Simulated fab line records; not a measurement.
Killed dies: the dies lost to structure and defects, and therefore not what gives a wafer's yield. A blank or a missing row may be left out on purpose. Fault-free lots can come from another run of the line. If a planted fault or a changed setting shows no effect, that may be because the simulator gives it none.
fab line records ; flow n5_finfet ; part 2 of 2: steps 5 to 6 of 6
record lots=23; wafers=69; last_day=20
route steps=1938 shown ZERO_LAYER@16 WELL_APT@46 PMOS_HMC_CHANNEL_EPI@89 FIN_SAQP@120
lots that met no fault: taken from a fault-free run of the same line
start_h: hours from the record's opening day to when the first of the lot's shown wafers began ; wait_h: time in hours since the lot's previous step ; " the same as in the row above ; L1.1+2: one row covering several wafers at once ; - no value, or no start given ; * or withheld: withheld ; < > ~ a bound
route shown NAME@n: names a module that has steps shown in the file, with the first one's number in the route ; usual: mean/standard deviation of fault-free wafers ; same: alike in all rows ; chamber/n: place in a boat ; sites: the reading at each site ; _std_site: the values' standard deviation ; _edge_site: outer sites' mean less inner sites' ; radius_mm: for every site, how far away it sits from the centre of the wafer ; mask NAME#n: copy n ; behind: the last tool/chamber to shape the wafer ; hold: cause of the lot's hold/its duration in hours/its outcome ; device: transistor that didn't switch, given as n, p or np ; end of line: the route-end tests of the same wafers ; where a step has no rows: the recipe by itself ; killed: at the first sort, the dies lost to defects and structure; wafer yield is something else ; map: dies across one wafer; x = killed, . = not, _ = none there
set.NAME: setting as actually run; set.NAME@STEP: the setting as run at that earlier step ; model.NAME: the simulator's own value behind a step, which no gauge read
steps of the route over a sample of lots; a table a step, a row a wafer
services: a tool's chamber out of use, with start hour (start_h, from the record's first day; less than 0 if before it), hours out, and reason
## steps
# step N5_FIN_SAQP_ETCH_65
# recipe chemistry=CF4; target=SiO2; target_depth_a=40; ion_energy_ev=350; time_s=4.4; pressure_mtorr=10; icp_w=800; bias_w=400; cf4_flow_sccm=80
# usual bias_w=400.0/0.99; drypump_motor_current_A=6.1/0.53; oes_product_au=1.005/0.017; throttle_valve_pct=21.82/0.24
lot.wafer;tool;chamber;start_h;wait_h;bias_w;drypump_motor_current_A;oes_product_au;rf_hours_counter_h;throttle_valve_pct
L074.2;rie_si-01;3;25.34;0.1;399.5;6.8;1.004;172;21.94
L074.5;rie_si-01;2;25.34;0.1;398.0;5.5;1.029;-;22.00
L074.6;rie_si-01;1;25.34;0.1;399.8;6.8;0.994;-;21.91
L075.2;rie_si-04;0;32.53;0.1;401.3;5.8;0.997;100;21.50
L075.3;rie_si-04;1;32.53;0.1;399.2;6.1;0.988;74;21.79
L075.4;rie_si-04;2;32.53;0.1;400.4;6.6;1.002;61;21.52
L076.1;rie_si-02;0;37.31;0.1;401.8;5.2;1.035;8;22.02
L076.2;rie_si-02;3;37.31;0.1;399.4;5.6;0.997;90;21.82
L076.4;rie_si-02;1;37.31;0.1;399.1;6.0;1.023;11;21.97
L077.1;rie_si-01;2;41.51;0.1;400.7;5.5;1.032;18;22.02
L077.2;rie_si-01;0;41.51;0.1;398.4;5.7;0.997;129;22.18
L077.5;rie_si-01;1;41.51;0.1;397.4;6.7;0.977;-;21.91
L078.1;rie_si-04;0;48.82;0.1;401.3;5.8;0.997;100;21.50
L078.3;rie_si-04;2;48.82;0.1;398.8;6.7;1.000;61;21.52
L078.5;rie_si-04;2;48.82;0.1;397.7;6.7;1.019;-;21.52
L079.3;rie_si-01;0;53.83;0.1;397.9;5.7;1.008;129;22.18
L079.5;rie_si-01;2;53.83;0.1;400.4;5.5;1.042;-;22.02
L079.6;rie_si-01;3;53.83;0.1;398.6;6.8;1.014;-;21.96
L080.3;rie_si-04;1;59.82;0.1;398.3;6.1;0.978;74;21.79
L080.5;rie_si-04;1;59.82;0.1;399.5;6.1;0.976;-;21.79
L080.6;rie_si-04;0;59.82;0.1;399.1;5.8;1.000;-;21.49
L081.1;rie_si-02;3;67.28;0.1;398.8;5.6;0.975;90;21.83
L081.3;rie_si-02;1;67.28;0.1;400.2;6.1;1.005;12;21.96
L081.6;rie_si-02;2;67.28;0.1;399.3;5.4;0.995;-;21.71
L082.1;rie_si-01;2;72.64;0.1;399.4;5.5;1.031;19;22.03
L082.3;rie_si-01;1;72.64;0.1;399.0;6.8;0.988;63;21.88
L082.4;rie_si-01;0;72.64;0.1;400.7;5.7;1.007;129;22.19
L083.1;rie_si-01;1;80.23;0.1;399.0;6.8;0.984;63;21.91
L083.4;rie_si-01;3;80.23;0.1;400.6;6.8;1.016;173;21.94
L083.6;rie_si-01;0;80.23;0.1;399.7;5.7;1.010;-;22.16
L084.1;rie_si-02;3;83.86;0.1;398.2;5.6;0.983;91;21.82
L084.2;rie_si-02;2;83.86;0.1;399.8;5.4;1.009;22;21.70
L084.4;rie_si-02;1;83.86;0.1;401.2;6.1;1.017;12;21.97
L086.1;rie_si-01;0;98.88;0.1;400.2;5.7;1.002;130;22.17
L086.4;rie_si-01;3;98.88;0.1;400.9;6.8;1.002;173;21.96
L086.6;rie_si-01;2;98.88;0.1;398.8;5.5;1.038;-;22.00
L087.2;rie_si-04;0;102.96;0.1;400.4;5.8;0.990;101;21.50
L087.3;rie_si-04;3;102.96;0.1;399.4;6.1;1.005;133;21.34
L087.5;rie_si-04;1;102.96;0.1;401.3;6.1;0.976;-;21.77
L088.2;rie_si-01;0;107.88;0.1;399.3;5.7;1.005;130;22.18
L088.4;rie_si-01;1;107.88;0.1;401.2;6.8;0.989;63;21.91
L088.5;rie_si-01;2;107.88;0.1;400.6;5.5;1.039;-;22.02
L089.2;rie_si-01;1;114.37;0.1;398.1;6.8;0.995;64;21.92
L089.4;rie_si-01;2;114.37;0.1;401.1;5.5;1.039;-;22.02
L089.5;rie_si-01;0;114.37;0.1;399.5;5.7;1.023;-;22.16
L090.1;rie_si-04;2;120.09;0.1;400.3;6.6;0.994;63;21.51
L090.4;rie_si-04;1;120.09;0.1;399.4;6.1;0.982;75;21.79
L090.5;rie_si-04;2;120.09;0.1;400.6;6.7;0.996;-;21.52
L091.1;rie_si-02;3;125.52;0.1;400.4;5.6;0.986;92;21.82
L091.4;rie_si-02;2;125.52;0.1;400.5;5.4;1.004;23;21.70
L091.6;rie_si-02;3;125.52;0.1;398.9;5.6;0.985;-;21.82
L092.1;rie_si-04;2;132.72;0.1;400.1;6.6;0.990;63;21.51
L092.2;rie_si-04;3;132.72;0.1;400.3;6.1;1.006;134;21.34
L092.5;rie_si-04;3;132.72;0.1;399.8;6.1;1.012;-;21.34
L093.1;rie_si-01;0;138.77;0.1;401.1;5.7;1.007;131;22.17
L093.3;rie_si-01;3;138.77;0.1;400.3;6.8;0.994;174;21.95
L093.5;rie_si-01;2;138.77;0.1;398.8;5.5;1.039;-;22.00
L094.1;rie_si-01;0;145.57;0.1;399.8;5.7;1.013;131;22.19
L094.4;rie_si-01;1;145.57;0.1;398.8;6.8;0.995;64;21.91
L094.5;rie_si-01;1;145.57;0.1;399.1;6.7;0.994;-;21.90
L095.1;rie_si-01;0;153.48;0.1;399.1;5.7;1.006;131;22.19
L095.2;rie_si-01;2;153.48;0.1;400.2;5.5;1.038;20;22.02
L095.4;rie_si-01;1;153.48;0.1;399.5;6.8;0.994;64;21.92
L096.1;rie_si-04;0;156.25;0.1;400.2;5.9;1.001;102;21.50
L096.2;rie_si-04;3;156.25;0.1;402.8;6.2;1.006;134;21.36
L096.3;rie_si-04;1;156.25;0.1;399.7;6.1;0.987;76;21.80
L097.4;rie_si-02;3;163.15;0.1;400.5;5.6;0.996;92;21.83
L097.5;rie_si-02;2;163.15;0.1;398.8;5.4;1.006;-;21.72
L097.6;rie_si-02;1;163.15;0.1;399.8;6.1;1.017;-;21.98
# step N5_FIN_SAQP_STRIP_70
# recipe chemistry=N2/H2; power_w=500; temp_c=40; pressure_mtorr=50; rf_frequency_hz=6e+07; overash_fraction=0.3; bias_power_w=28; h2_frac=0.5; n2_flow_sccm=300; h2_flow_sccm=300
# usual drypump_motor_current_A=5.8/0.43; oes_product_au=0.80/0.065; rf_vpp_V=122.1/0.93; showerhead_plenum_p_Torr=3.40/0.094; throttle_valve_pct=18.9/0.39
lot.wafer;tool;chamber;start_h;wait_h;drypump_motor_current_A;oes_product_au;rf_hours_counter_h;rf_vpp_V;showerhead_plenum_p_Torr;throttle_valve_pct
L074.2;rie_diel-04;3;26.01;0.0;6.5;0.80;131;122.5;3.50;18.4
L074.5;rie_diel-04;1;26.01;0.0;5.3;0.88;-;121.1;3.41;18.2
L074.6;rie_diel-04;0;26.01;0.0;6.4;0.72;-;121.9;3.20;19.0
L075.2;rie_diel-06;2;33.30;0.0;5.1;0.77;128;124.1;3.51;19.1
L075.3;rie_diel-06;1;33.30;0.0;5.7;0.92;21;121.8;3.42;18.9
L075.4;rie_diel-06;3;33.30;0.0;5.9;0.80;96;121.8;3.38;18.8
L076.1;rie_diel-01;0;37.98;0.0;5.8;0.93;25;122.8;3.56;19.0
L076.2;rie_diel-01;3;37.98;0.0;5.6;0.81;90;121.8;3.39;19.0
L076.4;rie_diel-01;1;37.98;0.0;5.7;0.89;38;121.6;3.42;18.8
L077.1;rie_diel-04;0;42.20;0.0;6.4;0.71;222;121.9;3.19;19.0
L077.2;rie_diel-04;2;42.20;0.0;5.5;0.74;153;123.5;3.49;19.6
L077.5;rie_diel-04;1;42.20;0.0;5.3;0.87;-;121.5;3.41;18.2
L078.1;rie_diel-01;3;49.48;0.0;5.6;0.82;93;122.5;3.38;19.0
L078.3;rie_diel-01;1;49.48;0.0;5.8;0.89;41;121.8;3.42;18.8
L078.5;rie_diel-01;0;49.48;0.0;5.7;0.92;-;122.1;3.56;19.0
L079.3;rie_diel-04;1;54.88;0.0;5.4;0.86;50;122.9;3.40;18.2
L079.5;rie_diel-04;2;54.88;0.0;5.4;0.75;-;122.2;3.49;19.6
L079.6;rie_diel-04;1;54.88;0.0;5.4;0.86;-;123.1;3.40;18.2
L080.3;rie_diel-04;1;60.48;0.0;5.3;0.86;52;121.5;3.40;18.2
L080.5;rie_diel-04;3;60.48;0.0;6.5;0.78;-;121.9;3.50;18.4
L080.6;rie_diel-04;0;60.48;0.0;6.4;0.71;-;121.3;3.19;19.0
L081.1;rie_diel-06;1;67.95;0.0;5.7;0.89;34;122.9;3.42;18.9
L081.3;rie_diel-06;2;67.95;0.0;5.1;0.76;141;122.5;3.51;19.1
L081.6;rie_diel-06;3;67.95;0.0;5.9;0.79;-;121.7;3.37;18.9
L082.1;rie_diel-06;3;73.30;0.0;5.9;0.78;111;121.6;3.37;18.8
L082.3;rie_diel-06;0;73.30;0.0;6.0;0.75;152;122.4;3.35;19.3
L082.4;rie_diel-06;1;73.30;0.0;5.7;0.88;36;122.6;3.41;18.9
L083.1;rie_diel-06;2;80.93;0.0;5.1;0.76;145;121.7;3.50;19.1
L083.4;rie_diel-06;3;80.93;0.0;5.9;0.79;113;122.3;3.37;18.8
L083.6;rie_diel-06;0;80.93;0.0;6.0;0.76;-;122.8;3.35;19.3
L084.1;rie_diel-01;2;84.52;0.0;6.2;0.91;31;121.1;3.29;18.8
L084.2;rie_diel-01;1;84.52;0.0;5.7;0.86;55;123.1;3.41;18.9
L084.4;rie_diel-01;0;84.52;0.0;5.8;0.89;40;122.6;3.55;19.1
L086.1;rie_diel-06;2;99.54;0.0;5.1;0.75;152;122.1;3.50;19.1
L086.4;rie_diel-06;0;99.54;0.0;6.0;0.76;162;120.8;3.34;19.3
L086.6;rie_diel-06;2;99.54;0.0;5.1;0.75;-;122.4;3.50;19.1
L087.2;rie_diel-04;3;103.62;0.0;6.5;0.78;158;122.1;3.49;18.4
L087.3;rie_diel-04;0;103.62;0.0;6.4;0.71;243;120.6;3.18;19.0
L087.5;rie_diel-04;3;103.62;0.0;6.5;0.78;-;121.7;3.49;18.5
L088.2;rie_diel-04;3;108.54;0.0;6.5;0.77;160;122.0;3.49;18.4
L088.4;rie_diel-04;3;108.54;0.0;6.5;0.77;-;122.1;3.49;18.4
L088.5;rie_diel-04;0;108.54;0.0;6.4;0.70;-;120.2;3.18;19.0
L089.2;rie_diel-04;1;115.03;0.0;5.3;0.83;69;120.8;3.39;18.2
L089.4;rie_diel-04;2;115.03;0.0;5.4;0.73;179;123.1;3.48;19.6
L089.5;rie_diel-04;2;115.03;0.0;5.4;0.72;-;123.4;3.48;19.6
L090.1;rie_diel-01;2;121.02;0.0;6.3;0.88;44;121.1;3.28;18.8
L090.4;rie_diel-01;0;121.02;0.0;5.8;0.87;53;122.5;3.55;19.1
L090.5;rie_diel-01;2;121.02;0.0;6.3;0.89;-;121.7;3.28;18.8
L091.1;rie_diel-04;1;126.38;0.0;5.3;0.82;73;122.8;3.39;18.2
L091.4;rie_diel-04;2;126.38;0.0;5.4;0.72;-;121.9;3.48;19.6
L091.6;rie_diel-04;3;126.38;0.0;6.5;0.77;-;122.0;3.48;18.5
L092.1;rie_diel-04;2;133.38;0.0;5.4;0.72;186;122.5;3.47;19.7
L092.2;rie_diel-04;3;133.38;0.0;6.5;0.76;169;121.9;3.48;18.5
L092.5;rie_diel-04;2;133.38;0.0;5.4;0.72;-;122.4;3.47;19.6
L093.1;rie_diel-01;0;139.53;0.0;5.7;0.87;61;124.9;3.54;19.1
L093.3;rie_diel-01;1;139.53;0.0;5.7;0.84;76;121.6;3.40;18.9
L093.5;rie_diel-01;2;139.53;0.0;6.3;0.87;-;122.1;3.28;18.9
L094.1;rie_diel-04;3;146.23;0.0;6.5;0.76;175;121.2;3.48;18.5
L094.4;rie_diel-04;1;146.23;0.0;5.3;0.82;82;122.4;3.39;18.3
L094.5;rie_diel-04;1;146.23;0.0;5.3;0.82;-;121.8;3.39;18.2
L095.1;rie_diel-06;3;154.16;0.0;5.9;0.77;138;122.5;3.36;18.9
L095.2;rie_diel-06;1;154.16;0.0;5.7;0.86;62;119.9;3.40;18.9
L095.4;rie_diel-06;0;154.16;0.0;5.9;0.76;180;122.6;3.33;19.3
L096.1;rie_diel-06;0;156.91;0.0;6.0;0.74;180;121.9;3.33;19.4
L096.2;rie_diel-06;2;156.91;0.0;5.1;0.75;168;123.3;3.49;19.1
L096.3;rie_diel-06;3;156.91;0.0;5.9;0.77;138;121.2;3.36;18.9
L097.4;rie_diel-01;2;163.84;0.0;6.2;0.86;-;120.4;3.27;18.8
L097.5;rie_diel-01;1;163.84;0.0;5.8;0.83;-;122.0;3.40;18.9
L097.6;rie_diel-01;3;163.84;0.0;5.6;0.78;-;122.8;3.36;19.1
## services
tool;chamber;start_h;hours;kind
rie_si-02;0;58.77;24.3;repair
rie_si-04;0;87.16;1.8;repair
rie_si-01;-;94.55;1.6;repair
rie_si-01;-;97.24;0.1;repair
rie_diel-04;1;106.06;2.9;repair
rie_si-01;3;109.37;7.2;repair
rie_diel-04;0;124.52;-;clean
rie_diel-04;0;124.52;-;consumable_replace:focus_ring
rie_diel-04;0;124.52;-;consumable_replace:showerhead
rie_diel-04;0;124.52;14.9;scheduled_down
rie_diel-04;0;124.52;14.9;vent_cycle
rie_si-02;-;135.87;4.0;pm
rie_diel-06;-;152.62;0.9;repair
rie_diel-01;0;161.28;4.4;repair
